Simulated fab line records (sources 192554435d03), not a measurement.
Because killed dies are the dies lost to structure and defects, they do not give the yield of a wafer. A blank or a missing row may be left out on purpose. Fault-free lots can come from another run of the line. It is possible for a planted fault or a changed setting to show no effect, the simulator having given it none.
A lot that was struck, set against a sound lot	flow n5 finfet	17 steps out of a route of 1938
Sound: wafers L716.1, L716.3, L716.6. Wafers struck: L725.1, L725.2, L725.3. The cause is given at the end.
For every step that has rows: the tool of each side, followed by ch and its chambers, followed by its first start. Under that, the readings that differ: sound wafers	struck wafers	difference of the means	sigmas: that difference in standard deviations of wafers without a fault.
alike: words and numbers the same on both sides, and readings whose means are apart by under 2 such deviations; not compared: readings that were withheld, readings missing a value for some wafer, numbers with overlapping values and no deviation given by the record, and bounds like >300 which may hide the same value.
The two part at a step that has a row with sigmas, a row that says differs or no value, or rows on one side only. Non-overlapping numbers with no deviation appear without sigmas and do not part them. A reading that every wafer of one side lacks parts them only if that side has two wafers or more.

first, 2 steps without rows for these wafers: N5_BEOL_M4_PEB_09 (peb time 60 s); N5_BEOL_M4_DEVELOP_10 (develop time 30 s).
N5_BEOL_M4_CD_MEAS_11: target cd 16.79 nm.
  sound on cd sem-03 ch 0, day 8 07:39; struck on cd sem-02 ch 0, day 10 21:01
  alike: cd nm
N5_BEOL_M4_OVL_MEAS_12:
  sound on overlay-02 ch 0, day 8 07:41; struck on overlay-01 ch 0, day 10 21:02
  alike: M4_OVL
N5_BEOL_M4_INSPECT_13: inspects for defects (brightfield).
  sound on defect inspect-02, day 8 07:44; struck on defect inspect-02, day 10 21:06
  alike: raw defect count
N5_BEOL_M4_DESCUM_16: chemistry O2, time 7 s.
  sound on rie diel-05 ch 0,2, day 8 07:58; struck on rie diel-05 ch 0,2,3, day 10 21:08
  alike: drypump motor current A, o2 flow sccm, oes product au, rf fwd power W, rf vpp V, showerhead plenum p Torr, throttle valve pct
  not compared: rf hours counter h
N5_BEOL_M4_ETCH_74: etches underlayer in N2/H2, target depth 6.5 nm, time 5.2 s.
  sound on rie diel-05 ch 0,2, day 8 07:59; struck on rie diel-05 ch 0,2,3, day 10 21:10
  alike: drypump motor current A, etch rf on time s, h2 flow sccm, oes product au, rf fwd power W, rf vpp V, showerhead plenum p Torr, throttle valve pct
  not compared: rf hours counter h
then, 1 step without rows for these wafers: N5_BEOL_M4_ETCH_63 (etches SiARC in CF4, target depth 15.6 nm, time 26 s).
N5_BEOL_M4_ETCH_64: etches SOC in N2/H2, target depth 75 nm, overetch 22.5 nm, time 121.9 s.
  sound on rie diel-05 ch 0,2, day 8 08:02; struck on rie diel-05 ch 0,2,3, day 10 21:13
reading	sound	struck	difference	sigmas
h2 flow sccm (sccm)	199.8 198.0 199.1	200.2 200.9 200.0	+1.4	+3
  alike: drypump motor current A, oes product au, rf fwd power W, rf vpp V, showerhead plenum p Torr, throttle valve pct
  not compared: rf hours counter h
then, 2 steps without rows for these wafers: N5_BEOL_M4_STRIP_65 (strips in N2/H2); N5_BEOL_M4_STRIP_75 (strips in N2/H2).
N5_BEOL_M4_STRIP_66: strips in CF4.
  sound on rie diel-05 ch 0,2, day 8 08:10; struck on rie diel-05 ch 0,2,3, day 10 21:21
  alike: drypump motor current A, oes product au, rf fwd power W, rf vpp V, showerhead plenum p Torr, throttle valve pct
  not compared: rf hours counter h
N5_BEOL_M4_HM_OPEN_17: chemistry Cl2/BCl3, target TiN, target depth 20 nm, overetch 6 nm.
  sound on rie metal-02 ch 0,1, day 8 08:13; struck on rie metal-01 ch 0,1, day 10 21:23
  no value came back on the struck wafers for any of 6 readings (bcl3 flow sccm (sccm), bias w (W) and others); on the sound wafers bcl3 flow sccm (sccm) reads 21.76 21.70 21.79
reading	sound	struck	difference	sigmas
model.SOC_of_BEOL_M4_COAT_61.thk nm (nm)	52.2 52 52	60 60 59.8	+8	
  not compared: rf hours counter h
N5_BEOL_M4_STRIP_19: strips in O2.
  sound on rie diel-04 ch 1,3, day 8 08:25; struck on rie diel-01 ch 1,2,3, day 10 21:30
  alike: drypump motor current A, o2 flow sccm, oes product au, rf vpp V, showerhead plenum p Torr, throttle valve pct
  not compared: rf hours counter h
N5_BEOL_M4_CD_MEAS_18: pitch 36 nm, target cd 18 nm.
  sound on cd sem-02, day 8 08:29; struck on cd sem-03, day 10 21:34
reading	sound	struck	difference	sigmas
cd nm (nm)	18.46 17.91 18.47	- - -	no value on the struck wafers	
then, 1 step without rows for these wafers: N5_BEOL_M4_COAT_67 (time 60 s, resist thk 60 nm).
N5_BEOL_M4_RC_MEAS_101:
  the record has rows for the sound wafers here (prober-02 ch 0, day 8 14:02) and none for the struck ones

## WHERE THEY PART
At N5_BEOL_M4_ETCH_64 first; at N5_BEOL_M4_RC_MEAS_101 last (within this record only).

WHY: what the simulator had put in
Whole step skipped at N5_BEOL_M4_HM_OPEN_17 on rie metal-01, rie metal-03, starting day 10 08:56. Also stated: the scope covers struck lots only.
